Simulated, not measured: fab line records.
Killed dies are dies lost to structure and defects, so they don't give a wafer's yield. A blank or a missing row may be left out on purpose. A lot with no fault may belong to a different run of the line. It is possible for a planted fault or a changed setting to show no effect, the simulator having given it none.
fab line records	flow n5Finfet	part 1 of 2: steps 1 to 27 of 33
record lots=5	wafers=15	lastDay=16
route steps=1938 shown BEOL_M7@1320 BEOL_M8@1332
lots that met no fault: taken from a fault-free run of the same line
startH: hours from the record's opening day to when the first of the lot's shown wafers began	waitH: hours elapsed since this lot's preceding step	" the same as in the row above	L1.1+2: a row that stands for several wafers	- no value present, or no start provided	* or withheld: withheld	< > ~ a bound
route shown NAME@n: a module of which the file shows steps, and the number in the route of the first	usual: the fault-free wafers' mean and standard deviation	same: alike in all rows	chamber/n: place in a boat	sites: the reading at each site	_std_site: how widely they spread, as a standard deviation	_edge_site: inner sites' mean taken away from outer sites' mean	radiusMm: how far each site lies from the wafer's centre	mask NAME#n: copy n	behind: the last tool/chamber to shape the wafer	hold: reason for holding the lot/hours on hold/outcome of the hold	device: which transistor (n, p or np) failed to switch	end of line: the same wafers' tests at the end of the route	where a step has no rows: the recipe by itself	killed: count of dies lost to structure and defects at first sort (not the wafer's yield)	map: dies across one wafer; x = killed, . = not, _ = none there
set.NAME: setting as actually run; set.NAME@STEP: the setting as run at that earlier step	model.NAME: the simulator's own value behind a step, which no gauge read
lots at selected steps of the route; one table per step, one row per wafer
services: a tool's chamber out of use, with start hour (startH, from the record's first day; less than 0 if before it), hours out, and reason
## steps
# step N5_BEOL_M7_ALD_77
# recipe material=TaN	targetThkA=20	tempC=275	aldPrecursorFamily=PDMAT	aldCoReactant=NH3	pressureTorr=3	carrierFlowSccm=1500	pulseTimeS=2	purgeTimeS=3	coReactantPurgeTimeS=2	coReactantPulseTimeS=3	aldCycles=40	precursorVesselTempC=75	precursorVesselPressureTorr=26.25	precursorVesselCarrierSccm=1000
# usual heaterPowerW=425/48
lot.wafer	tool	chamber	startH	waitH	heaterPowerW
L084.3	aldMetal-03	1	260.12	0.1	350
L084.5	"	1	"	"	348
L084.6	"	0	"	"	470
L085.1	aldMetal-01	1	268.10	0.0	397
L085.4	"	3	"	"	446
L085.5	"	3	"	"	445
L088.1	aldMetal-01	1	286.10	0.0	385
L088.2	"	3	"	"	450
L088.3	"	2	"	"	483
L091.1	aldMetal-02	0	290.95	0.3	479
L091.3	"	3	"	"	414
L091.4	"	1	"	"	339
L090.1	aldMetal-03	0	302.24	0.1	473
L090.4	"	2	"	"	409
L090.6	"	1	"	"	365
# step N5_BEOL_M7_SURFACE_TREAT_79
# recipe gas=Ar	timeS=*	ionEnergyEv=*	ionCurrentMaCm2=0.5	pressureMtorr=*	arFlowSccm=30
# usual throttleValvePct=*
lot.wafer	tool	chamber	startH	waitH	throttleValvePct
L084.3	pvdSputter-01	-	260.56	0.3	*
L084.5	"	-	"	"	*
L084.6	"	-	"	"	*
L085.1	pvdSputter-03	-	268.68	0.4	*
L085.4	"	-	"	"	*
L085.5	"	-	"	"	*
L088.1	pvdSputter-02	-	286.45	0.2	*
L088.2	"	-	"	"	*
L088.3	"	-	"	"	*
L091.1	pvdSputter-03	-	292.62	1.5	*
L091.3	"	-	"	"	*
L091.4	"	-	"	"	*
L090.1	pvdSputter-03	-	302.76	0.4	*
L090.4	"	-	"	"	*
L090.6	"	-	"	"	*
# step N5_BEOL_M7_CVD_78
# recipe material=Co	targetThkA=20	tempC=withheld	precursor=CCTBA/H2	pressureTorr=30	timeS=142.3
lot.wafer	tool	chamber	startH	waitH
L084.3+5+6	cvdCo-02	0,2,1	260.62	0.0
L085.1+4+5	cvdCo-02	0,0,2	268.74	0.0
L088.1+2+3	cvdCo-01	0,2,1	286.51	0.0
L091.1+3+4	cvdCo-01	0,2,1	292.91	0.3
L090.1+4+6	cvdCo-02	0,2,1	302.82	0.0
# step N5_BEOL_M7_SPUTTER_48
# recipe material=Cu	targetThkA=100	tempC=-20	biasV=60	powerW=26000	chamberPressurePa=0.13	timeS=1.667
# usual cathodeDcPowerW=26000/4.7	chuckGasFlowSccm=1.28/0.058	substrateTempC=-19.99/0.1	throttleValvePct=29.6/0.9
lot.wafer	tool	chamber	startH	waitH	cathodeDcPowerW	chuckGasFlowSccm	substrateTempC	throttleValvePct
L084.3	pvdSputter-01	-	260.76	0.1	25995	1.36	-20.04	27.4
L084.5	"	-	"	"	25994	1.34	-19.99	29.2
L084.6	"	-	"	"	26000	1.30	-20.04	30.0
L085.1	pvdSputter-03	-	268.88	0.1	26000	1.31	-20.01	30.5
L085.4	"	-	"	"	25999	1.31	-20.02	29.0
L085.5	"	-	"	"	26003	1.31	-20.17	29.7
L088.1	pvdSputter-03	-	286.65	0.1	25993	1.33	-20.01	29.6
L088.2	"	-	"	"	26004	1.21	-19.95	30.2
L088.3	"	-	"	"	25998	1.28	-20.06	29.1
L091.1	pvdSputter-03	-	293.08	0.1	26008	1.28	-19.74	30.5
L091.3	"	-	"	"	26003	1.28	-19.95	29.9
L091.4	"	-	"	"	26000	1.30	-20.08	29.0
L090.1	pvdSputter-01	-	303.04	0.2	25997	1.19	-19.89	29.5
L090.4	"	-	"	"	26000	1.33	-20.13	29.7
L090.6	"	-	"	"	25991	1.24	-20.03	27.5
# step N5_BEOL_M7_ECD_50
# recipe material=Cu	targetThkA=3000
lot.wafer	tool	chamber	startH	waitH
L084.3+5+6	ecdCu-02	0,1,0	260.90	0.1
L085.1+4+5	ecdCu-02	0,1,1	268.99	0.1
L088.1+2+3	ecdCu-02	0,1,1	286.83	0.1
L091.1+3+4	ecdCu-02	1,0,1	293.20	0.1
L090.1+4+6	ecdCu-01	0,0,1	303.15	0.1
# step N5_BEOL_M7_ANNEAL_51
# recipe tempC=225	timeS=90	ambient=N2
# usual wafer_temp_C_max=226.0/0.41
lot.wafer	tool	chamber	startH	waitH	wafer_temp_C_max
L084.3	rtpAnneal-02	0	261.23	0.3	225.4
L084.5	"	0	"	"	225.7
L084.6	"	0	"	"	225.8
L085.1	rtpAnneal-01	0	269.33	0.3	225.9
L085.4	"	0	"	"	226.1
L085.5	"	0	"	"	226.2
L088.1	rtpAnneal-01	0	286.92	0.1	226.0
L088.2	"	0	"	"	226.4
L088.3	"	0	"	"	226.2
L091.1	rtpAnneal-01	0	293.29	0.1	226.5
L091.3	"	0	"	"	226.1
L091.4	"	0	"	"	226.6
L090.1	rtpAnneal-01	0	304.05	0.9	226.5
L090.4	"	0	"	"	226.1
L090.6	"	0	"	"	226.3
# step N5_BEOL_M7_CMP_52
# recipe stopOn=SiCOH_lowk	tOverpolishS=6.9	downForcePsi=1	platenRpm=50	clearingPlatenDownForcePsi=1.5	clearingPlatenRpm=50	postCmpClean=cuAlkaline	targetThkNm=80	clearingPlatenPadVelocityMS=0.99484	padVelocityMS=0.99484
# usual barrierFieldEndpointS=29.0/0.85	motorCurrentA=6.1/0.63	overpolishRunS=6.899/0.0092	timeToEndpointS=63/4
# same tOverpolishS=6.9
lot.wafer	tool	chamber	startH	waitH	barrierFieldEndpointS	motorCurrentA	overpolishRunS	timeToEndpointS
L084.3	cmp-03	2	261.69	0.4	28.7	6.2	6.897	62
L084.6	"	3	"	"	29.8	5.5	6.895	65
L084.5	"	0	"	"	28.1	7.4	6.896	56
L085.4	cmp-02	1	269.62	0.1	28.7	6.4	6.895	60
L085.1	"	2	"	"	27.5	5.6	6.912	58
L085.5	"	2	"	"	27.6	5.6	6.903	59
L088.1	cmp-03	0	287.22	0.3	27.2	7.3	6.904	57
L088.3	"	1	"	"	28.6	5.9	6.908	62
L088.2	"	3	"	"	29.1	5.2	6.889	66
L091.4	cmp-02	2	293.59	0.1	28.4	5.4	6.914	59
L091.3	"	3	"	"	29.2	6.0	6.912	58
L091.1	"	0	"	"	30.5	6.3	6.905	65
L090.1	cmp-02	2	304.40	0.3	28.5	5.4	6.903	60
L090.4	"	3	"	"	28.6	5.7	6.881	65
L090.6	"	2	"	"	27.8	5.7	6.906	58
# step N5_BEOL_M7_THK_MEAS_53
# recipe thkMeasGauge=xrf	reads=Cu_of_BEOL_M7_ECD_50
# usual M7_THK=81/3.1
lot.wafer	tool	chamber	startH	waitH	M7_THK[nm]
L084.3	filmMetro-02	-	261.87	-	78
L084.5	"	-	"	"	82
L084.6	"	-	"	"	80
L085.1	filmMetro-02	-	269.92	-	82
L085.4	"	-	"	"	77
L085.5	"	-	"	"	81
L088.1	filmMetro-01	-	287.51	-	82
L088.2	"	-	"	"	80
L088.3	"	-	"	"	85
L091.1	filmMetro-02	-	293.88	-	80
L091.3	"	-	"	"	78
L091.4	"	-	"	"	80
L090.1	filmMetro-02	-	304.66	-	82
L090.4	"	-	"	"	84
L090.6	"	-	"	"	85
# step N5_BEOL_M7_PRE_CLEAN_55
# recipe gas=NH3	timeS=15	tempC=withheld	rfPowerW=300
lot.wafer	tool	chamber	startH	waitH
L084.3+5+6	pecvd-03	1,1,0	261.92	0.0
L085.1+4+5	pecvd-04	0,2,0	269.96	0.0
L088.1+2+3	pecvd-04	1,2,0	287.55	0.0
L091.1+3+4	pecvd-02	2,0,0	293.92	0.0
L090.1+4+6	pecvd-03	0,2,0	304.70	0.0
# step N5_BEOL_M7_DEP_56
# recipe material=SiCN	targetThkA=100	tempC=withheld	precursor=3MS/NH3	pressureTorr=3	rfW=202	timeS=17.5
# usual showerheadPlenumPTorr=3.665/0.017	throttleValvePct=9.2/0.53
lot.wafer	tool	chamber	startH	waitH	showerheadPlenumPTorr	throttleValvePct
L084.3	pecvd-03	1	261.96	0.0	3.659	9.5
L084.5	"	1	"	"	3.664	9.5
L084.6	"	0	"	"	3.686	9.4
L085.1	pecvd-04	0	269.98	0.0	3.656	9.4
L085.4	"	2	"	"	3.658	10.2
L085.5	"	0	"	"	3.651	8.9
L088.1	pecvd-04	1	287.57	0.0	3.642	9.6
L088.2	"	2	"	"	3.657	10.1
L088.3	"	0	"	"	3.650	8.8
L091.1	pecvd-02	2	293.94	0.0	3.685	8.9
L091.3	"	0	"	"	3.684	8.3
L091.4	"	0	"	"	3.692	8.8
L090.1	pecvd-03	0	304.72	0.0	3.682	9.4
L090.4	"	2	"	"	3.665	8.2
L090.6	"	0	"	"	3.672	9.1
# step N5_BEOL_M7_RS_MEAS_57
# recipe thkMeasGauge=four-point-probe	reads=Cu_of_BEOL_M7_ECD_50+Co_of_BEOL_M7_CVD_78+TaN_of_BEOL_M7_ALD_77
# usual M7_RS=0.290/0.013
lot.wafer	tool	chamber	startH	waitH	M7_RS[ohm/sq]
L084.3	filmMetro-01	-	262.03	0.1	0.301
L084.5	"	-	"	"	0.286
L084.6	"	-	"	"	0.294
L085.1	filmMetro-02	-	270.05	0.1	0.283
L085.4	"	-	"	"	0.307
L085.5	"	-	"	"	0.287
L088.1	filmMetro-01	-	287.64	0.1	0.290
L088.2	"	-	"	"	0.295
L088.3	"	-	"	"	0.274
L091.1	filmMetro-01	-	294.01	0.1	0.289
L091.3	"	-	"	"	0.297
L091.4	"	-	"	"	0.290
L090.1	filmMetro-01	-	304.79	0.1	0.283
L090.4	"	-	"	"	0.275
L090.6	"	-	"	"	0.273
# step N5_BEOL_M7_INSPECT_58
# recipe inspectInstrument=darkfield	mode=postDep
# usual rawDefectCount=73/27
lot.wafer	tool	chamber	startH	waitH	rawDefectCount
L084.3	defectInspect-01	-	262.06	0.0	38
L084.5	"	-	"	"	57
L084.6	"	-	"	"	40
L085.1	defectInspect-02	-	270.08	0.0	74
L085.4	"	-	"	"	71
L085.5	"	-	"	"	42
L088.1	defectInspect-02	-	287.67	0.0	54
L088.2	"	-	"	"	53
L088.3	"	-	"	"	70
L091.1	defectInspect-01	-	294.04	0.0	59
L091.3	"	-	"	"	52
L091.4	"	-	"	"	80
L090.1	defectInspect-01	-	304.82	0.0	68
L090.4	"	-	"	"	108
L090.6	"	-	"	"	101
# step N5_BEOL_M8_ILD_DEP_00
# recipe material=SiCOH_lowk	targetThkA=1797.5	tempC=300	precursor=DEMS/porogen	pressureTorr=5	rfW=500	timeS=33.4
# usual heaterPowerW=324/74	showerheadPlenumPTorr=5.735/0.017	throttleValvePct=14.1/0.81
lot.wafer	tool	chamber	startH	waitH	heaterPowerW	showerheadPlenumPTorr	throttleValvePct
L084.3	pecvd-04	0	262.09	0.0	476	5.724	13.8
L084.5	"	1	"	"	233	5.701	14.6
L084.6	"	0	"	"	478	5.737	13.7
L085.1	pecvd-03	0	270.11	0.0	249	5.739	14.5
L085.4	"	0	"	"	245	5.766	14.2
L085.5	"	1	"	"	303	5.748	14.4
L088.1	pecvd-01	0	287.71	0.0	276	5.731	13.7
L088.2	"	2	"	"	255	5.773	13.4
L088.3	"	1	"	"	306	5.734	13.6
L091.1	pecvd-04	0	294.07	0.0	496	5.732	13.4
L091.3	"	2	"	"	291	5.736	15.3
L091.4	"	0	"	"	482	5.721	13.4
L090.1	pecvd-01	2	304.85	0.0	296	5.751	13.4
L090.4	"	2	"	"	288	5.757	13.5
L090.6	"	0	"	"	332	5.750	13.7
# step N5_BEOL_M8_CURE_74
# recipe tempC=385	timeS=240	ambient=He/Ar	material=SiCOH_lowk
# usual lampPowerPct=52.32/0.062	wafer_temp_C_max=387.1/0.59
lot.wafer	tool	chamber	startH	waitH	lampPowerPct	wafer_temp_C_max
L084.3	uvCure-03	1	262.32	0.2	52.24	386.7
L084.5	"	1	"	"	52.37	386.5
L084.6	"	1	"	"	52.19	386.9
L085.1	uvCure-01	0	270.18	0.0	52.38	387.8
L085.4	"	0	"	"	52.35	387.9
L085.5	"	0	"	"	52.47	387.7
L088.1	uvCure-02	0	287.77	0.0	52.38	386.9
L088.2	"	0	"	"	52.44	386.9
L088.3	"	0	"	"	52.33	387.3
L091.1	uvCure-01	2	294.16	0.1	52.34	386.5
L091.3	"	2	"	"	52.38	387.2
L091.4	"	2	"	"	52.31	387.1
L090.1	uvCure-01	1	304.92	0.0	52.35	386.9
L090.4	"	1	"	"	52.29	386.6
L090.6	"	1	"	"	52.34	387.1
# step N5_BEOL_M8_THK_MEAS_01
# recipe reads=SiCOH_lowk_of_BEOL_M8_ILD_DEP_00
# usual M8_ILD_THK=154.6/2.2
lot.wafer	tool	chamber	startH	waitH	M8_ILD_THK[nm]
L084.3	filmMetro-02	-	262.67	0.3	151.5
L084.5	"	-	"	"	156.4
L084.6	"	-	"	"	156.6
L085.1	filmMetro-02	-	270.69	0.4	153.4
L085.4	"	-	"	"	154.2
L085.5	"	-	"	"	156.5
L088.1	filmMetro-02	-	288.28	0.4	151.0
L088.2	"	-	"	"	151.6
L088.3	"	-	"	"	153.3
L091.1	filmMetro-02	-	294.67	0.4	152.4
L091.3	"	-	"	"	152.9
L091.4	"	-	"	"	154.0
L090.1	filmMetro-02	-	305.43	0.4	154.8
L090.4	"	-	"	"	157.1
L090.6	"	-	"	"	155.4
# step N5_BEOL_M8_PECVD_70
# recipe material=SiO2	targetThkA=200	tempC=400	precursor=TEOS/O2	pressureTorr=5.5	rfW=450	teosFlowSccm=53.8	gas=O2	flowSccm=3000	timeS=22.7
# usual heaterPowerW=734/130	showerheadPlenumPTorr=8.77/0.071	throttleValvePct=22.7/1.3
lot.wafer	tool	chamber	startH	waitH	heaterPowerW	showerheadPlenumPTorr	throttleValvePct
L084.3	pecvd-01	1	262.71	0.0	714	8.78	21.6
L084.5	"	1	"	"	711	8.78	21.8
L084.6	"	2	"	"	610	8.86	21.4
L085.1	pecvd-04	1	270.73	0.0	522	8.64	23.2
L085.4	"	0	"	"	1049	8.77	22.3
L085.5	"	2	"	"	767	8.75	24.6
L088.1	pecvd-04	0	288.32	0.0	1039	8.72	22.2
L088.2	"	2	"	"	800	8.74	24.9
L088.3	"	1	"	"	650	8.64	23.3
L091.1	pecvd-04	2	294.71	0.0	745	8.72	24.8
L091.3	"	0	"	"	1000	8.74	22.3
L091.4	"	2	"	"	779	8.74	25.1
L090.1	pecvd-03	2	305.47	0.0	661	8.81	20.2
L090.4	"	1	"	"	765	8.80	23.2
L090.6	"	2	"	"	658	8.80	19.9
# step N5_BEOL_M8_HM_DEP_02
# recipe material=TiN	targetThkA=200	tempC=25	chamberPressurePa=0.49996
# usual substrateTempC=25.01/0.11	throttleValvePct=29.5/0.91
lot.wafer	tool	chamber	startH	waitH	substrateTempC	throttleValvePct
L084.3	pvdSputter-02	-	263.98	1.3	24.89	29.3
L084.5	"	-	"	"	24.93	29.1
L084.6	"	-	"	"	25.03	29.4
L085.1	pvdSputter-01	-	273.03	2.3	25.15	30.0
L085.4	"	-	"	"	24.94	30.0
L085.5	"	-	"	"	24.96	29.3
L088.1	pvdSputter-01	-	288.85	0.5	25.11	29.6
L088.2	"	-	"	"	25.00	27.5
L088.3	"	-	"	"	25.08	29.5
L091.1	pvdSputter-03	-	295.24	0.5	25.06	29.3
L091.3	"	-	"	"	24.85	29.6
L091.4	"	-	"	"	24.99	30.7
L090.1	pvdSputter-01	-	308.15	2.7	25.11	29.6
L090.4	"	-	"	"	24.95	29.6
L090.6	"	-	"	"	25.08	29.6
# step N5_BEOL_M8_COAT_59
# recipe resist=SOC	tempC=250	timeS=60	spinRpm=1500	resistThkNm=100
lot.wafer	tool	chamber	startH	waitH
L084.3+5+6	lithoTrack-04	0	264.12	0.1
L085.1+4+5	lithoTrack-04	0	273.15	0.1
L088.1+2+3	lithoTrack-03	0	288.98	0.1
L091.1+3+4	lithoTrack-03	0	295.38	0.1
L090.1+4+6	lithoTrack-01	0	308.27	0.1
# step N5_BEOL_M8_COAT_60
# recipe resist=SiARC	tempC=220	timeS=60	spinRpm=1500	resistThkNm=35
lot.wafer	tool	chamber	startH	waitH
L084.3+5+6	lithoTrack-04	0	-	-
L085.1+4+5	lithoTrack-04	0	-	-
L088.1+2+3	lithoTrack-03	0	-	-
L091.1+3+4	lithoTrack-03	0	-	-
L090.1+4+6	lithoTrack-01	0	-	-
# step N5_BEOL_M8_COAT_05
# recipe resist=CAR-ArF	spinRpm=1500	resistThkNm=90
lot.wafer	tool	chamber	startH	waitH
L084.3+5+6	lithoTrack-04	0	-	-
L085.1+4+5	lithoTrack-04	0	-	-
L088.1+2+3	lithoTrack-03	0	-	-
L091.1+3+4	lithoTrack-03	0	-	-
L090.1+4+6	lithoTrack-01	0	-	-
# step N5_BEOL_M8_EBR_07
# recipe solvent=PGMEA	ebrWidthMm=1.5
lot.wafer	tool	chamber	startH	waitH
L084.3+5+6	lithoTrack-04	0	-	-
L085.1+4+5	lithoTrack-04	0	-	-
L088.1+2+3	lithoTrack-03	0	-	-
L091.1+3+4	lithoTrack-03	0	-	-
L090.1+4+6	lithoTrack-01	0	-	-
# step N5_BEOL_M8_SOFTBAKE_06
# recipe tempC=110	timeS=60	resist=CAR-ArF
lot.wafer	tool	chamber	startH	waitH
L084.3+5+6	lithoTrack-04	0	-	-
L085.1+4+5	lithoTrack-04	0	-	-
L088.1+2+3	lithoTrack-03	0	-	-
L091.1+3+4	lithoTrack-03	0	-	-
L090.1+4+6	lithoTrack-01	0	-	-
# step N5_BEOL_M8_EXPOSE_08
# recipe maskId=M8	na=1.35	sourceShape=dipole	sigmaInner=0.817	sigmaOuter=0.97	polarization=te	doseMj=68.25
lot.wafer	tool	chamber	startH	waitH	mask
L084.3+5+6	arfiScanner-03	0	264.37	-	M8#0
L085.1+4+5	arfiScanner-03	0	273.27	-	M8#0
L088.1+2+3	arfiScanner-02	0	289.22	-	M8#0
L091.1+3+4	arfiScanner-03	0	295.50	-	M8#0
L090.1+4+6	arfiScanner-03	0	308.39	-	M8#0
# step N5_BEOL_M8_PEB_09
# recipe pebTempC=withheld	pebTimeS=60	resist=CAR-ArF
lot.wafer	tool	chamber	startH	waitH
L084.3+5+6	lithoTrack-04	0	264.42	0.0
L085.1+4+5	lithoTrack-01	0	273.33	0.1
L088.1+2+3	lithoTrack-04	0	289.28	0.1
L091.1+3+4	lithoTrack-04	0	295.56	0.1
L090.1+4+6	lithoTrack-01	0	308.45	0.1
# step N5_BEOL_M8_DEVELOP_10
# recipe developTimeS=30	developer=TMAH	resist=CAR-ArF	rinseLiquid=diw	dry=airSpin	devTempC=23
# usual developerTempC=23.01/0.094
lot.wafer	tool	chamber	startH	waitH	developerTempC
L084.3	lithoTrack-04	0	-	-	23.22
L084.5	"	0	"	"	22.98
L084.6	"	0	"	"	23.10
L085.1	lithoTrack-01	0	-	-	23.01
L085.4	"	0	"	"	23.09
L085.5	"	0	"	"	22.88
L088.1	lithoTrack-04	0	-	-	23.07
L088.2	"	0	"	"	23.18
L088.3	"	0	"	"	23.03
L091.1	lithoTrack-04	0	-	-	23.03
L091.3	"	0	"	"	23.04
L091.4	"	0	"	"	23.02
L090.1	lithoTrack-01	0	-	-	23.09
L090.4	"	0	"	"	23.04
L090.6	"	0	"	"	22.97
# step N5_BEOL_M8_CD_MEAS_11
# recipe targetCdNm=38.5	landingEnergyEv=500	detector=seInlens	polarity=opening
# usual cdNm=38.1/0.7
lot.wafer	tool	chamber	startH	waitH	cdNm
L084.3	cdSem-02	0	264.49	-	38.8
L084.5	"	0	"	"	39.2
L084.6	"	0	"	"	39.2
L085.1	cdSem-03	0	273.40	-	37.7
L085.4	"	0	"	"	38.3
L085.5	"	0	"	"	37.0
L088.1	cdSem-01	0	289.35	-	40.0
L088.2	"	0	"	"	39.6
L088.3	"	0	"	"	39.0
L091.1	cdSem-03	0	295.63	-	38.6
L091.3	"	0	"	"	39.3
L091.4	"	0	"	"	39.6
L090.1	cdSem-02	0	308.52	-	38.4
L090.4	"	0	"	"	37.7
L090.6	"	0	"	"	37.3
# step N5_BEOL_M8_OVL_MEAS_12
# recipe pointsPerWafer=44
# usual M8_OVL=-0.1/0.72
lot.wafer	tool	chamber	startH	waitH	M8_OVL[nm]
L084.3	overlay-02	0	264.52	0.0	0.5
L084.5	"	0	"	"	0.1
L084.6	"	0	"	"	-0.3
L085.1	overlay-02	0	273.43	0.0	0.0
L085.4	"	0	"	"	0.1
L085.5	"	0	"	"	-0.4
L088.1	overlay-01	0	289.38	0.0	-0.3
L088.2	"	0	"	"	-0.1
L088.3	"	0	"	"	0.1
L091.1	overlay-02	0	295.66	0.0	0.5
L091.3	"	0	"	"	-0.4
L091.4	"	0	"	"	0.9
L090.1	overlay-01	0	308.55	0.0	-0.3
L090.4	"	0	"	"	-0.9
L090.6	"	0	"	"	0.5
